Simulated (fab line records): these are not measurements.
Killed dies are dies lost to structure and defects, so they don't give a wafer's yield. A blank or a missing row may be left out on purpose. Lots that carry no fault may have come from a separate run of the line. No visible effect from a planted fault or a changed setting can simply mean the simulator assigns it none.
Comparing a struck lot with a sound one -- flow nandHarc -- 35 steps out of a route of 1159
Sound: the wafers L485.1, L485.3, L485.6. Wafers struck: L493.1, L493.3, L493.5. Last of all comes the cause.
For every step that has rows: the tool of each side, followed by ch and its chambers, followed by its first start. Under that, the readings that differ: sound wafers -- struck wafers -- difference of the means -- sigmas: that difference in standard deviations of wafers without a fault.
alike: same words and numbers on both sides, and readings whose means sit less than 2 such deviations apart. not compared: any withheld reading, any reading some wafer has no value for, any bound like >300 that may hide the same value, and any number with overlapping values for which the record gives no deviation.
The two part at a step that has a row with sigmas, a row that says differs or no value, or rows on one side only. Numbers that don't overlap but have no deviation are shown without sigmas and don't part them. A reading that every wafer of one side lacks parts them only if that side has two wafers or more.

first, 2 steps without rows for these wafers: NHARC_A_SLIT_PRECLEAN_19 (cleans in SC1); NHARC_A_SLIT_SRD_20.
NHARC_A_SLIT_CD_MEAS_21:
  struck on cdSem-01, day 17 17:41; sound on cdSem-02, day 16 02:57
  alike: cdNm
then, 3 steps without rows for these wafers: NHARC_A_SIN_REMOVE_WET_00 (chemistry H3PO4, time 15300 s); NHARC_A_SIN_REMOVE_PRECLEAN_01 (cleans in SC1); NHARC_A_SIN_REMOVE_SRD_02.
NHARC_A_SIN_REMOVE_INSPECT_04:
  struck on defectInspect-01, day 17 23:43; sound on defectInspect-01, day 16 10:41
  alike: rawDefectCount
then, 3 steps without rows for these wafers: NHARC_A_WL_FILL_ALD_00 (deposits Al2O3, target thk 3 nm, pulse time 3 s, ald cycles 30); NHARC_A_WL_FILL_RTA_01 (time 5 s); NHARC_A_WL_FILL_ALD_02 (deposits TiN, target thk 2 nm, pulse time 3 s, ald cycles 100).
NHARC_A_WL_FILL_CVD_03: deposits W, target thk 40 nm, time 3302 s.
  sound on cvdW-02 ch 1, day 16 13:30; struck on cvdW-02 ch 0,1, day 18 07:02
reading,sound,struck,difference,sigmas
mfcH2Sccm (sccm),1591 1598 1598,1606 1604 1607,+10,+2
  alike: heaterPowerW, throttleValvePct
then, 2 steps without rows for these wafers: NHARC_A_WL_FILL_ETCHBACK_04 (etches the open film in NF3, target depth 60 nm, time 120 s); NHARC_A_WL_FILL_ETCHBACK_05 (etches the open film in Cl2/BCl3, target depth 22 nm, time 60 s).
NHARC_A_WL_FILL_STRIP_27: strips in N2/H2, time 20 s.
  sound on plasmaAsher-02 ch 1, day 16 16:44; struck on plasmaAsher-01 ch 0,1, day 18 10:41
reading,sound,struck,difference,sigmas
rfReflPowerW (W),18.2 17.3 19.2,- - -,no value on the struck wafers,
  alike: drypumpMotorCurrentA, heaterPowerW, tempC
  not compared: rfHoursCounterH
then, 4 steps without rows for these wafers: NHARC_A_WL_FILL_STRIP_28 (strips in post etch residue remover, time 1200 s); NHARC_A_WL_FILL_PRECLEAN_06 (cleans in DIW, time 300 s); NHARC_A_WL_FILL_SRD_07; NHARC_A_WL_FILL_ANNEAL_08 (time 1800 s).
NHARC_A_WL_FILL_ALD_10: deposits SiO2, target thk 50 nm, pulse time 10 s, ald cycles 500.
  sound on aldHk-01 ch 0,2,3, day 16 20:47; struck on aldHk-02 ch 1,2,3, day 18 16:26
  alike: heaterPowerW, precursorPulseHeightRel
then, 9 steps without rows for these wafers: NHARC_A_WL_FILL_ETCHBACK_16 (etches the open film in C4F8/O2/Ar, target depth 88 nm, time 17.6 s); NHARC_A_WL_FILL_STRIP_29 (strips in O2, time 20 s); NHARC_A_WL_FILL_ETCHBACK_17 (etches the open film in Cl2/BCl3, target depth 4 nm, time 26.7 s); NHARC_A_WL_FILL_PRECLEAN_18 (cleans in dHF, time 30 s); NHARC_A_WL_FILL_SRD_21; NHARC_A_WL_FILL_CVD_23 (deposits poly-Si, target thk 40 nm, time 800 s); NHARC_A_WL_FILL_ETCHBACK_26 (etches the open film in HBr, target depth 52 nm, time 13.3 s); NHARC_A_WL_FILL_PRECLEAN_30 (cleans in dHF, time 10 s); NHARC_A_WL_FILL_SRD_14.
NHARC_A_WL_FILL_ALD_19: deposits TiN, target thk 2 nm, pulse time 3 s, ald cycles 100.
  sound on aldMetal-03 ch 0,1,2, day 17 07:02; struck on aldMetal-03 ch 2,3, day 19 01:47
  alike: heaterPowerW, precursorPulseHeightRel
then, 1 step without rows for these wafers: NHARC_A_WL_FILL_CVD_20 (deposits W, target thk 75 nm, time 5064 s).
NHARC_A_WL_FILL_CMP_12: polishes, t overpolish 30 s, target thk 75 nm.
  sound on cmp-02 ch 0,2, day 17 15:10; struck on cmp-02 ch 1,2,3, day 19 07:03
  alike: edgeZonePressureFrac, motorCurrentA, overpolishRunS, timeToEndpointS
then, 2 steps without rows for these wafers: NHARC_A_WL_FILL_SRD_31; NHARC_A_CONTACT_DEP_24 (deposits SiO2, target thk 500 nm).
NHARC_A_CONTACT_DEP_28: deposits aC, target thk 3600 nm.
  sound on aclDep-02 ch 0, day 17 17:47; struck on aclDep-01 ch 0, day 19 08:12
  alike: throttleValvePct
-- record jumps: 3 days between struck wafers' starts before vs after; left off in module A_CONTACT, resumes in module END, first step shown is number 1159 of the route --
NHARC_END_SORT_01:
  only the struck wafers appear in the record here, on prober-02 ch 0 at day 22 08:22; the sound ones have no rows

## WHERE THEY PART
Last at NHARC_END_SORT_01 as far as this record goes, first at NHARC_A_WL_FILL_CVD_03.

WHY: what the simulator had put in
Chamber particle source: cvdW-02, from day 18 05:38 on, at NHARC_A_WL_FILL_CVD_03. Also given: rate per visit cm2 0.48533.
